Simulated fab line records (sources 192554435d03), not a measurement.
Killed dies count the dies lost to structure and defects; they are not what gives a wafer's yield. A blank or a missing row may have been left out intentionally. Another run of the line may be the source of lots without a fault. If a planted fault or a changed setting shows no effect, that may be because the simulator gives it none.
fab line records -- flow n5Finfet -- part 2 of 2: steps 31 to 38 of 38
record lots=5, wafers=15, lastDay=17
route steps=1938 shown STI_FIN_REVEAL@205 DUMMY_GATE@212
lots that met no fault: taken from a fault-free run of the same line
startH: hours from the record's opening day to when the first of the lot's shown wafers began -- waitH: time in hours since the lot's previous step -- " the same as in the row above -- L1.1+2: several wafers, shown together as one row -- - no value, or no start given -- * or withheld: withheld -- < > ~ a bound
route shown NAME@n: NAME is a module with steps in the file, n the number in the route of the first one -- usual: mean/standard deviation of fault-free wafers -- same: alike in all rows -- chamber/n: place in a boat -- sites: per-site readings -- _std_site: the standard deviation of these -- _edge_site: mean of outer sites minus mean of inner sites -- radiusMm: how far each site lies from the wafer's centre -- mask NAME#n: copy n -- behind: the most recent tool/chamber to have shaped the wafer -- hold: what put the lot on hold/how long, in hours/how the hold closed -- device: the transistor (n, p or np) that didn't switch -- end of line: tests run on the same wafers once the route is complete -- where a step has no rows: the recipe by itself -- killed: dies that structure and defects cost at the first sort, which is not the same as the wafer's yield -- map: a wafer's dies, x killed, . not, _ none there
set.NAME: the setting that was run; set.NAME@STEP: the one run at that earlier step -- model.NAME: the simulator's own value behind a step, which no gauge read
lots at some steps of the route; a table a step, a row a wafer
services: a tool's chamber out of use, with start hour (startH, from the record's first day; less than 0 if before it), hours out, and reason
## steps
# step N5_DUMMY_GATE_ETCH_29
# recipe chemistry=N2/H2, target=underlayer, targetDepthA=130, ionEnergyEv=200, pressureMtorr=30, sourceW=840, biasW=150, n2FlowSccm=200, h2FlowSccm=200
# usual biasW=150.0/0.47, drypumpMotorCurrentA=5.6/0.54, oesProductAu=0.81/0.08, rfVppV=523.5/2.4, showerheadPlenumPTorr=2.53/0.084, throttleValvePct=17.76/0.21
lot.wafer,tool,chamber,startH,waitH,biasW,drypumpMotorCurrentA,oesProductAu,rfHoursCounterH,rfVppV,showerheadPlenumPTorr,throttleValvePct
L078.2,rieDiel-06,0,69.65,0.0,149.4,5.8,0.68,241,522.9,2.50,17.93
L078.4,rieDiel-06,1,69.65,0.0,150.3,6.6,0.94,21,528.9,2.70,17.81
L078.6,rieDiel-06,2,69.65,0.0,150.2,5.6,0.72,-,521.9,2.53,17.70
L083.1,rieDiel-06,3,103.24,0.0,149.5,5.9,0.91,23,522.8,2.49,17.56
L083.2,rieDiel-06,0,103.24,0.0,150.3,5.8,0.66,251,524.2,2.50,17.93
L083.6,rieDiel-06,3,103.24,0.0,150.4,5.9,0.91,-,521.5,2.49,17.56
L085.1,rieDiel-01,2,112.98,0.0,150.3,5.0,0.85,52,521.7,2.49,17.69
L085.3,rieDiel-01,0,112.98,0.0,149.9,5.7,0.77,128,527.3,2.66,18.12
L085.6,rieDiel-01,0,112.98,0.0,150.5,5.7,0.77,-,527.1,2.66,18.13
L090.1,rieDiel-01,2,140.66,0.0,149.7,4.9,0.83,62,523.3,2.48,17.69
L090.2,rieDiel-01,3,140.66,0.0,149.8,4.7,0.83,79,522.4,2.47,17.65
L090.5,rieDiel-01,2,140.66,0.0,149.7,4.9,0.83,-,522.3,2.48,17.69
L097.1,rieDiel-01,0,186.19,0.0,150.2,5.8,0.74,150,525.7,2.65,18.17
L097.4,rieDiel-01,3,186.19,0.0,149.2,4.7,0.82,93,520.8,2.47,17.69
L097.5,rieDiel-01,3,186.19,0.0,150.4,4.7,0.81,-,521.1,2.47,17.68
# step N5_DUMMY_GATE_ETCH_36
# recipe chemistry=CF4, target=SiARC, targetDepthA=130, pressureMtorr=40, sourceW=545, biasW=36, Ar_flow_sccm=100, cf4FlowSccm=100, ionEnergyEv=80
# usual biasW=36.01/0.11, drypumpMotorCurrentA=5.6/0.54, oesProductAu=0.81/0.08, rfVppV=183.9/1.2, showerheadPlenumPTorr=2.13/0.069, throttleValvePct=15.45/0.19
lot.wafer,tool,chamber,startH,waitH,biasW,drypumpMotorCurrentA,oesProductAu,rfHoursCounterH,rfVppV,showerheadPlenumPTorr,throttleValvePct
L078.2,rieDiel-06,0,69.69,0.0,36.12,5.8,0.67,241,183.8,2.11,15.74
L078.4,rieDiel-06,1,69.69,0.0,35.99,6.6,0.93,21,186.0,2.27,15.47
L078.6,rieDiel-06,2,69.69,0.0,35.88,5.6,0.71,-,184.5,2.12,15.38
L083.1,rieDiel-06,3,103.28,0.0,35.91,5.9,0.91,23,183.8,2.10,15.26
L083.2,rieDiel-06,0,103.28,0.0,36.17,5.8,0.68,251,182.9,2.10,15.74
L083.6,rieDiel-06,3,103.28,0.0,35.87,5.9,0.90,-,183.4,2.10,15.26
L085.1,rieDiel-01,2,113.02,0.0,35.70,5.0,0.83,52,182.9,2.09,15.30
L085.3,rieDiel-01,0,113.02,0.0,36.00,5.8,0.75,128,184.2,2.24,15.73
L085.6,rieDiel-01,0,113.02,0.0,36.06,5.7,0.75,-,184.7,2.24,15.72
L090.1,rieDiel-01,2,140.70,0.0,35.92,5.0,0.83,62,183.1,2.09,15.34
L090.2,rieDiel-01,3,140.70,0.0,36.06,4.7,0.83,79,182.3,2.08,15.34
L090.5,rieDiel-01,2,140.70,0.0,36.00,5.0,0.83,-,182.1,2.09,15.32
L097.1,rieDiel-01,0,186.23,0.0,35.99,5.7,0.73,150,185.7,2.23,15.80
L097.4,rieDiel-01,3,186.23,0.0,36.10,4.7,0.82,93,183.3,2.07,15.39
L097.5,rieDiel-01,3,186.23,0.0,36.07,4.7,0.82,-,183.4,2.07,15.39
# step N5_DUMMY_GATE_ETCH_37
# recipe chemistry=N2/H2, target=SOC, targetDepthA=600, overetchA=300, tempC=40, ionEnergyEv=200, pressureMtorr=30, sourceW=840, biasW=150, n2FlowSccm=200, h2FlowSccm=200
# usual biasW=150.1/0.43, drypumpMotorCurrentA=5.6/0.54, oesProductAu=0.64/0.06, rfVppV=523.5/2.5, showerheadPlenumPTorr=2.53/0.084, throttleValvePct=17.69/0.2
lot.wafer,tool,chamber,startH,waitH,biasW,drypumpMotorCurrentA,oesProductAu,rfHoursCounterH,rfVppV,showerheadPlenumPTorr,throttleValvePct
L078.2,rieDiel-06,0,69.73,0.0,150.0,5.8,0.53,241,525.8,2.50,17.86
L078.4,rieDiel-06,1,69.73,0.0,150.0,6.7,0.74,21,529.7,2.70,17.75
L078.6,rieDiel-06,2,69.73,0.0,150.5,5.7,0.57,-,524.5,2.53,17.63
L083.1,rieDiel-06,3,103.32,0.0,150.1,5.9,0.71,23,520.9,2.49,17.50
L083.2,rieDiel-06,0,103.32,0.0,149.9,5.8,0.53,251,522.7,2.50,17.88
L083.6,rieDiel-06,3,103.32,0.0,150.2,5.9,0.71,-,522.4,2.49,17.46
L085.1,rieDiel-01,2,113.06,0.0,150.1,4.9,0.67,52,522.5,2.49,17.60
L085.3,rieDiel-01,0,113.06,0.0,150.5,5.7,0.60,128,526.2,2.66,18.03
L085.6,rieDiel-01,0,113.06,0.0,149.9,5.7,0.60,-,525.6,2.66,18.03
L090.1,rieDiel-01,2,140.74,0.0,150.0,4.9,0.65,62,521.0,2.48,17.63
L090.2,rieDiel-01,3,140.74,0.0,149.9,4.7,0.66,79,522.5,2.47,17.58
L090.5,rieDiel-01,2,140.74,0.0,149.6,4.9,0.65,-,522.0,2.48,17.62
L097.1,rieDiel-01,0,186.27,0.0,149.6,5.8,0.59,150,526.1,2.65,18.09
L097.4,rieDiel-01,3,186.27,0.0,150.1,4.7,0.65,93,520.9,2.47,17.61
L097.5,rieDiel-01,3,186.27,0.0,149.4,4.7,0.64,-,521.2,2.47,17.60
# step N5_DUMMY_GATE_STRIP_38
# recipe chemistry=N2/H2, tempC=40, n2FlowSccm=200, h2FlowSccm=200, rfFrequencyHz=6e+07
lot.wafer,tool,chamber,startH,waitH
L078.2+4+6,rieDiel-06,"0,1,2",69.77,0.0
L083.1+2+6,rieDiel-06,"3,0,3",103.36,0.0
L085.1+3+6,rieDiel-01,"2,0,0",113.10,0.0
L090.1+2+5,rieDiel-01,"2,3,2",140.78,0.0
L097.1+4+5,rieDiel-01,"0,3,3",186.31,0.0
# step N5_DUMMY_GATE_STRIP_39
# recipe chemistry=N2/H2, tempC=40, n2FlowSccm=200, h2FlowSccm=200, rfFrequencyHz=6e+07
lot.wafer,tool,chamber,startH,waitH
L078.2+4+6,rieDiel-06,"0,1,2",69.78,0.0
L083.1+2+6,rieDiel-06,"3,0,3",103.37,0.0
L085.1+3+6,rieDiel-01,"2,0,0",113.11,0.0
L090.1+2+5,rieDiel-01,"2,3,2",140.79,0.0
L097.1+4+5,rieDiel-01,"0,3,3",186.32,0.0
# step N5_DUMMY_GATE_TRIM_49
# recipe chemistry=O2, resist=SOC, timeS=29, targetCdNm=14, sourcePowerW=300, biasPowerW=0, O2_flow_sccm=100, tempC=20
# usual drypumpMotorCurrentA=5.7/0.48, oesProductAu=0.996/0.013, throttleValvePct=8.24/0.16
lot.wafer,tool,chamber,startH,waitH,drypumpMotorCurrentA,oesProductAu,rfHoursCounterH,throttleValvePct
L078.2,rieSi-04,0,69.82,0.0,5.5,0.982,5,8.06
L078.4,rieSi-04,2,69.82,0.0,6.1,0.997,192,8.33
L078.6,rieSi-04,1,69.82,0.0,4.8,0.988,-,8.30
L083.1,rieSi-05,1,103.40,0.0,6.3,0.992,138,8.48
L083.2,rieSi-05,0,103.40,0.0,6.0,1.009,46,8.32
L083.6,rieSi-05,0,103.40,0.0,6.0,1.009,-,8.33
L085.1,rieSi-03,0,113.15,0.0,4.9,0.991,80,8.23
L085.3,rieSi-03,1,113.15,0.0,5.4,0.984,4,8.19
L085.6,rieSi-03,2,113.15,0.0,5.8,1.004,-,8.31
L090.1,rieSi-03,0,140.83,0.0,4.9,1.003,80,8.20
L090.2,rieSi-03,1,140.83,0.0,5.4,0.975,5,8.18
L090.5,rieSi-03,0,140.83,0.0,4.9,1.009,-,8.22
L097.1,rieSi-03,2,186.36,0.0,5.8,1.011,37,8.31
L097.4,rieSi-03,1,186.36,0.0,5.4,0.986,6,8.20
L097.5,rieSi-03,3,186.36,0.0,5.8,1.018,-,8.11
# step N5_DUMMY_GATE_STRIP_40
# recipe chemistry=CF4, resist=SiARC, powerW=300, biasPowerW=75, pressureMtorr=50, cf4FlowSccm=150, rfFrequencyHz=6e+07
# usual drypumpMotorCurrentA=5.8/0.41, oesProductAu=0.78/0.095, rfVppV=270.9/1.4, showerheadPlenumPTorr=1.79/0.049, throttleValvePct=13.52/0.22
lot.wafer,tool,chamber,startH,waitH,drypumpMotorCurrentA,oesProductAu,rfHoursCounterH,rfVppV,showerheadPlenumPTorr,throttleValvePct
L078.2,rieDiel-06,0,69.93,0.1,5.8,0.67,241,271.0,1.77,13.74
L078.4,rieDiel-06,2,69.93,0.1,5.6,0.71,187,271.3,1.78,13.39
L078.6,rieDiel-06,1,69.93,0.1,6.6,0.93,-,274.0,1.89,13.39
L083.1,rieDiel-06,2,103.50,0.1,5.6,0.70,196,272.0,1.77,13.40
L083.2,rieDiel-06,1,103.50,0.1,6.6,0.90,30,272.8,1.89,13.40
L083.6,rieDiel-06,0,103.50,0.1,5.8,0.66,-,269.2,1.76,13.78
L085.1,rieDiel-01,1,113.24,0.1,5.8,0.76,129,269.9,1.73,13.31
L085.3,rieDiel-01,2,113.24,0.1,4.9,0.83,52,270.4,1.76,13.29
L085.6,rieDiel-01,1,113.24,0.1,5.7,0.76,-,270.6,1.73,13.31
L090.1,rieDiel-02,0,140.92,0.1,5.9,0.71,207,270.7,1.77,13.66
L090.2,rieDiel-02,3,140.92,0.1,5.6,0.69,194,271.5,1.85,13.64
L090.5,rieDiel-02,0,140.92,0.1,5.9,0.71,-,270.8,1.77,13.67
L097.1,rieDiel-06,1,186.45,0.1,6.6,0.86,53,271.4,1.88,13.46
L097.4,rieDiel-06,2,186.45,0.1,5.7,0.69,219,270.7,1.77,13.48
L097.5,rieDiel-06,3,186.45,0.1,5.9,0.84,-,269.3,1.75,13.25
# step N5_DUMMY_GATE_CD_MEAS_50
# recipe targetCdNm=14
# usual cdNm=14.1/0.31
lot.wafer,tool,chamber,startH,waitH,cdNm
L078.2,cdSem-02,-,69.98,0.0,14.1
L078.4,cdSem-02,-,69.98,0.0,13.8
L078.6,cdSem-02,-,69.98,0.0,14.2
L083.1,cdSem-02,-,103.55,0.0,13.2
L083.2,cdSem-02,-,103.55,0.0,14.0
L083.6,cdSem-02,-,103.55,0.0,14.3
L085.1,cdSem-03,-,113.29,0.0,14.3
L085.3,cdSem-03,-,113.29,0.0,14.4
L085.6,cdSem-03,-,113.29,0.0,14.1
L090.1,cdSem-01,-,140.97,0.0,13.9
L090.2,cdSem-01,-,140.97,0.0,13.6
L090.5,cdSem-01,-,140.97,0.0,14.3
L097.1,cdSem-03,-,186.50,0.0,14.1
L097.4,cdSem-03,-,186.50,0.0,14.0
L097.5,cdSem-03,-,186.50,0.0,13.6
## services
tool,chamber,startH,hours,kind
rieDiel-01,-,40.32,0.4,repair
euvScanner-01,-,41.98,5.8,pm
wetBench-05,-,47.45,4.0,repair
cmp-01,-,52.47,0.9,repair
cmp-01,-,55.75,1.0,repair
cmp-02,-,68.71,4.2,repair
euvScanner-01,-,72.01,1.0,pm
euvScanner-02,-,75.59,1.0,pm
lpcvd-01,-,88.11,2.8,pm
euvScanner-02,-,88.62,4.6,pm
rieDiel-01,3,89.53,8.7,repair
cmp-02,-,93.50,4.2,repair
pecvd-03,0,98.50,6.5,repair
rieDiel-01,3,103.31,18.9,repair
euvScanner-01,-,112.18,0.6,repair
rieDiel-06,0,115.84,5.3,repair
euvScanner-01,-,120.51,1.0,repair
pecvd-03,-,126.99,0.5,repair
rieDiel-06,1,128.14,16.7,repair
euvScanner-01,-,128.16,1.0,pm
rieDiel-06,2,142.69,23.3,repair
rieSi-03,2,145.46,1.2,repair
euvScanner-01,-,176.48,4.6,pm
euvScanner-01,-,184.31,1.0,pm
